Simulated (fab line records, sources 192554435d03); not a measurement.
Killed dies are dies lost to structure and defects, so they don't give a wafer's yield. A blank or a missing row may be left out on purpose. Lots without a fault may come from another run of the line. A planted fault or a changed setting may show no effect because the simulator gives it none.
Chamber matching | flow n5_finfet | N5_FIN_SAQP_ETCH_52 on rie_diel-03: 4 sister chambers
The step etches SOC in N2/H2, target depth 100 nm, overetch 20 nm, time 150 s. 8 wafers are shown with their chamber, then 9 later ones without.

WAFERS WITH THEIR CHAMBER
wafer  | chamber | showerhead_plenum_p_Torr (Torr) | throttle_valve_pct (%)
L084.3 | 0       | 2.49                            | 17.92
L084.4 | 1       | 2.60                            | 17.51
L086.2 | 2       | 2.59                            | 17.79
L086.4 | 3       | 2.63                            | 18.34
L086.5 | 2       | 2.59                            | 17.79
L091.2 | 1       | 2.60                            | 17.54
L091.5 | 0       | 2.48                            | 17.96
L091.6 | 3       | 2.63                            | 18.36

WAFERS WITHOUT THEIR CHAMBER
wafer  | showerhead_plenum_p_Torr (Torr) | throttle_valve_pct (%)
L092.1 | 2.48                            | 17.96
L092.2 | 2.60                            | 17.55
L092.4 | 2.63                            | 18.38
L093.2 | 2.48                            | 17.97
L093.4 | 2.59                            | 17.54
L093.6 | 2.48                            | 17.98
L096.2 | 2.48                            | 17.99
L096.5 | 2.59                            | 17.56
L096.6 | 2.48                            | 17.99

WHICH CHAMBER EACH WENT THROUGH
wafer  | from the rows above | in truth
L092.1 | 0                   | 0
L092.2 | 1                   | 1
L092.4 | 3                   | 3
L093.2 | 0                   | 0
L093.4 | 1                   | 1
L093.6 | 0                   | 0
L096.2 | 0                   | 0
L096.5 | 1                   | 1
L096.6 | 0                   | 0
Placed correctly: 9 of 9. Can't be placed from these rows: 0. Placed wrongly: 0.
How it was worked out, from the rows above alone: a wafer's distance from a chamber is the root of the sum, over the readings, of the square of ((its reading less the chamber's mean) divided by the reading's scatter). The wafer belongs to the nearest chamber; if the next one is less than 2 further off, it can't be placed. A chamber's mean is the mean of its shown wafers. The scatter: the root of (the sum of the squares of (reading less its chamber's mean) over the shown wafers, divided by (wafers less chambers)).
